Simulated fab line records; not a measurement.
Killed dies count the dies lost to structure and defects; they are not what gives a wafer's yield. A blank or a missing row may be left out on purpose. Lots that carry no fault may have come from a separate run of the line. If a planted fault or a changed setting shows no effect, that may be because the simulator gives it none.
Comparing a struck lot with a sound one | flow nandHarc | 15 steps out of a route of 1302
Sound: the wafers L134.1, L134.3, L134.4. The struck wafers were L137.1, L137.4, L137.6. Last of all comes the cause.
Each step with rows lists, per side, the tool, then ch with its chambers, then its first start. Under that, the readings that differ: sound wafers | struck wafers | difference of the means | sigmas: that difference in standard deviations of wafers without a fault.
alike: readings with means less than 2 such deviations apart, plus words and numbers identical on both sides. not compared: withheld readings, readings lacking a value on some wafer, bounds such as >300 that could conceal the same value, and numbers that have no deviation in the record and whose values overlap.
The two part at a step that has a row with sigmas, a row that says differs or no value, or rows on one side only. Non-overlapping numbers with no deviation appear without sigmas and do not part them. A reading missing from all wafers of one side parts the sides only when that side holds two or more wafers.

NHARC_P_START_INSPECT_01:
  sound: defectInspect-02 at day 3 02:02; struck: defectInspect-01 at day 4 08:02
  alike: rawDefectCount
then, 9 steps without rows for these wafers: NHARC_P_ZERO_WELL_PRECLEAN_00 (cleans in SPM, time 600 s); NHARC_P_ZERO_WELL_SRD_01; NHARC_P_ZERO_WELL_PECVD_02 (deposits SiO2, target thk 10 nm); NHARC_P_ZERO_WELL_DEHYDRATE_03 (time 120 s); NHARC_P_ZERO_WELL_HMDS_04 (time 30 s); NHARC_P_ZERO_WELL_COAT_64 (time 65 s); NHARC_P_ZERO_WELL_COAT_05 (resist thk 600 nm); NHARC_P_ZERO_WELL_SOFTBAKE_06 (time 70 s); NHARC_P_ZERO_WELL_EBR_07.
NHARC_P_ZERO_WELL_EXPOSE_08: exposes mask P ZERO, target cd 500 nm.
  sound on krfScanner-04 ch 0, day 3 03:05; struck on krfScanner-04 ch 0, day 4 08:58
reading           | sound             | struck            | difference | sigmas
exposureDoseMJCm2 | 33.80 33.81 33.83 | 42.99 43.04 43.02 | +9.20      | +99 or more
  alike: mask
then, 2 steps without rows for these wafers: NHARC_P_ZERO_WELL_PEB_09 (peb time 80 s); NHARC_P_ZERO_WELL_DEVELOP_10 (time 50 s).
NHARC_P_ZERO_WELL_CD_MEAS_11: the cd target is 500 nm.
  sound on cdSem-02 ch 0, day 3 03:14; struck on cdSem-03 ch 0, day 4 09:07
reading   | sound             | struck            | difference | sigmas
cdNm (nm) | 498.3 499.7 497.7 | 543.1 542.2 544.8 | +44.8      | +26
then, 1 step without rows for these wafers: NHARC_P_ZERO_WELL_HARDBAKE_12 (time 65 s).

== WHERE THEY PART ==
Earliest at NHARC_P_ZERO_WELL_EXPOSE_08; latest, in this record, at NHARC_P_ZERO_WELL_CD_MEAS_11.

WHY: what had been put in by the simulator
Process parameter drift: krfScanner-04, from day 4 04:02 on, at NHARC_P_ZERO_WELL_EXPOSE_08. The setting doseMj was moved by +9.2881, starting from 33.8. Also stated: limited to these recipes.
